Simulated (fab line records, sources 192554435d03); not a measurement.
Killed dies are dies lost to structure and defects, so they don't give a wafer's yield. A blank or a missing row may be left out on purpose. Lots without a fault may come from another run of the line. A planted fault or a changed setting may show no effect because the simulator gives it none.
Chamber matching | flow n5_finfet | N5_BEOL_M7_STRIP_36 on rie_diel-01: 4 sister chambers
The step strips in N2/H2. 4 wafers are shown with their chamber, then 8 later ones without.

WAFERS WITH THEIR CHAMBER
wafer  | chamber | drypump_motor_current_A (A)
L085.5 | 1       | 6.1
L093.6 | 3       | 5.6
L095.4 | 0       | 6.2
L094.1 | 2       | 5.2

WAFERS WITHOUT THEIR CHAMBER
wafer  | drypump_motor_current_A (A)
L094.3 | 5.6
L094.5 | 5.6
L096.3 | 5.6
L096.5 | 6.1
L096.6 | 5.6
L097.1 | 5.3
L097.3 | 5.6
L097.5 | 6.1

WHICH CHAMBER EACH WENT THROUGH
wafer  | from the rows above | in truth
L094.3 | 3                   | 3
L094.5 | 3                   | 3
L096.3 | 3                   | 3
L096.5 | 1                   | 1
L096.6 | 3                   | 3
L097.1 | 2                   | 2
L097.3 | 3                   | 3
L097.5 | 1                   | 1
Placed correctly: 8 of 8. Can't be placed from these rows: 0. Placed wrongly: 0.
How it was worked out, from the rows above alone: a wafer's distance from a chamber is the root of the sum, over the readings, of the square of ((its reading less the chamber's mean) divided by the reading's scatter). The wafer belongs to the nearest chamber; if the next one is less than 2 further off, it can't be placed. A chamber's mean is the mean of its shown wafers. The scatter: with one shown wafer a chamber, the root of the mean of the squares of how far each hidden wafer lies from its nearest shown one.
